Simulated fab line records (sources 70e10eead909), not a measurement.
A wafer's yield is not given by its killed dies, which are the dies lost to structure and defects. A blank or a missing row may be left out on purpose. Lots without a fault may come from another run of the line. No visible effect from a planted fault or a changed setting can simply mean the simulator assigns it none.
Which tool was responsible? -- flow nand harc -- 14 lots, 42 wafers sampled, at 3 steps of a route of 1302

## WHAT THE GAUGES READ, wafer by wafer
NHARC_P_M0_OVL_MEAS_10: pitch 180 nm.
lot,measured,on,overlay x nm (nm),overlay y nm (nm)
L289,day 6 14:14,overlay-02,0.8 1.7 1.0,1.1 0.1 0.5
L290,day 6 18:49,overlay-01,1.3 1.4 1.5,0.0 0.5 -0.1
L291,day 7 06:16,overlay-01,-0.3 -0.2 -0.1,1.6 2.0 2.0
L292,day 8 02:36,overlay-01,1.1 1.3 1.5,0.5 0.2 -0.2
L293,day 8 03:40,overlay-01,-0.9 -0.7 -1.0,-0.6 -0.7 -1.6
L295,day 9 09:34,overlay-02,0.2 0.2 -0.1,-0.4 -0.2 0.2
L298,day 10 05:07,overlay-02,0.7 0.4 0.7,0.6 0.8 0.9
L300,day 10 23:49,overlay-01,0.9 0.8 0.6,0.8 0.6 0.4
L302,day 12 01:01,overlay-02,0.1 -0.2 -0.1,0.8 0.5 0.1
L307,day 14 00:52,overlay-02,-1.2 -1.5 -1.1,-0.7 -0.7 -1.0
L309,day 14 15:19,overlay-01,1.0 0.9 0.8,-3.2 -2.8 -2.6
L308,day 14 16:07,overlay-02,0.0 -0.5 -0.2,1.2 0.8 1.2
L310,day 15 08:31,overlay-02,-0.2 -0.1 0.0,2.2 1.8 2.0
L311,day 15 13:23,overlay-02,1.9 1.0 1.2,-0.3 0.8 -0.1

## WHAT TOOL EACH LOT RAN ON (gives the tool, then ch and the chambers of the sampled wafers, and finally the start)
lot,NHARC_P_CONTACT_ALD_22,NHARC_P_M0_PEB_07
L289,"ald metal-04 ch 1,2,3, day 6 11:58","litho track-06 ch 0, day 6 14:04"
L290,"ald metal-03 ch 1,2, day 6 16:34","litho track-04 ch 0, day 6 18:38"
L291,"ald metal-04 ch 0,1,2, day 7 04:10","litho track-01 ch 0, day 7 06:06"
L292,"ald metal-04 ch 0,2,3, day 8 00:22","litho track-04 ch 0, day 8 02:25"
L293,"ald metal-03 ch 0,1,2, day 8 01:28","litho track-01 ch 0, day 8 03:29"
L295,"ald metal-04 ch 1,2,3, day 9 07:15","litho track-06 ch 0, day 9 09:23"
L298,"ald metal-04 ch 0,1,2, day 10 02:52","litho track-06 ch 0, day 10 04:57"
L300,"ald metal-04 ch 1,2,3, day 10 21:34","litho track-06 ch 0, day 10 23:38"
L302,"ald metal-01 ch 0,1,3, day 11 22:52","litho track-06 ch 0, day 12 00:52"
L307,"ald metal-04 ch 1,2, day 13 22:37","litho track-04 ch 0, day 14 00:41"
L309,"ald metal-04 ch 2,3, day 14 13:06","litho track-04 ch 0, day 14 15:09"
L308,"ald metal-03 ch 0,1,3, day 14 13:53","litho track-01 ch 0, day 14 15:56"
L310,"ald metal-03 ch 0,2,3, day 15 06:23","litho track-01 ch 0, day 15 08:20"
L311,"ald metal-04 ch 0,1,2, day 15 10:36","litho track-04 ch 0, day 15 13:13"
- NHARC_P_CONTACT_ALD_22: deposits TiN, target thk 3 nm, pulse time 1 s, ald cycles 150.
- NHARC_P_M0_PEB_07: peb time 65 s.

## AS READ BY THE TOOLS THEMSELVES (means over the sampled wafers that have a number; for cases with no such wafer, the mark the record gives instead)
NHARC_P_CONTACT_ALD_22.
lot,tool,heater power w (W),precursor pulse height rel
L289,ald metal-04,1143,0.994
L290,ald metal-03,1115,1.001
L291,ald metal-04,1050,1.003
L292,ald metal-04,1081,0.995
L293,ald metal-03,1057,0.990
L295,ald metal-04,1131,0.991
L298,ald metal-04,1059,1.023
L300,ald metal-04,1157,1.001
L302,ald metal-01,1106,1.015
L307,ald metal-04,1144,0.990
L309,ald metal-04,1014,0.986
L308,ald metal-03,1021,0.999
L310,ald metal-03,1057,0.985
L311,ald metal-04,1066,1.010

NHARC_P_M0_PEB_07.
lot,tool,heater power total W (W),plate temp C (C),resist line temp C (C)
L289,litho track-06,156.3,100.07,22.87
L290,litho track-04,156.8,99.97,22.98
L291,litho track-01,156.7,100.02,22.90
L292,litho track-04,156.6,99.99,22.98
L293,litho track-01,156.6,99.85,22.97
L295,litho track-06,156.8,100.02,23.00
L298,litho track-06,156.8,100.05,23.00
L300,litho track-06,146.8,95.78,22.97
L302,litho track-06,147.5,95.57,22.97
L307,litho track-04,156.7,99.92,22.91
L309,litho track-04,156.8,99.99,22.93
L308,litho track-01,156.4,99.93,22.92
L310,litho track-01,156.4,100.02,23.09
L311,litho track-04,156.4,100.05,23.09

## THE ANSWER, worked out from the rows above alone
Rule: what is usual is taken from the lots themselves. The widest of any qualifying gaps counts: lots, ordered by their means at a reading, are off when they make up no more than a third of the lots, leave a main group of 4 or more, and stand apart from it by 3 or more times the standard deviation of that group's means. The tables above print the reading to a certain number of digits; a main group whose means all agree to those digits is not used. Also off: a lot with no number at a reading for which 4 or more lots have one. Any other lot the step has rows for is counted as sound. The gauges are gone through in route order, then the tools' own readings, and for those a lot's mean is taken as printed above. The first step at which some lot is off is used, and at that step the reading that is off furthest; a lot without a number counts as furthest.
Off, at NHARC_P_M0_PEB_07 on plate temp C: L300, L302. The main group: mean 99.99 C, standard deviation 0.061.
A tool fits if, at that step or a process step before it, it ran every lot that is off, and no sound lot after the first of them. One candidate fits, namely litho track-06 at NHARC_P_M0_PEB_07. A fault onset in the window from L298 (day 10 04:57, its last sound lot) to L300 (day 10 23:38, its first lot off) fits.
The tool's own readings at NHARC_P_M0_PEB_07 bear it out: on the lots that are off they differ by more than 5 times the standard deviation of the sound lots' means. heater power total W reads 147.2 W there against 156.6 W on the sound lots; plate temp C reads 95.67 C there against 99.99 C on the sound lots.

## WHAT THE SIMULATOR HAD INSERTED
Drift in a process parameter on litho track-06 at NHARC_P_M0_PEB_07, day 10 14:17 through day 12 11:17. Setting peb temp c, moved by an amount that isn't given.
Struck lots among those shown: L300, L302. The rule given above showed the same thing.
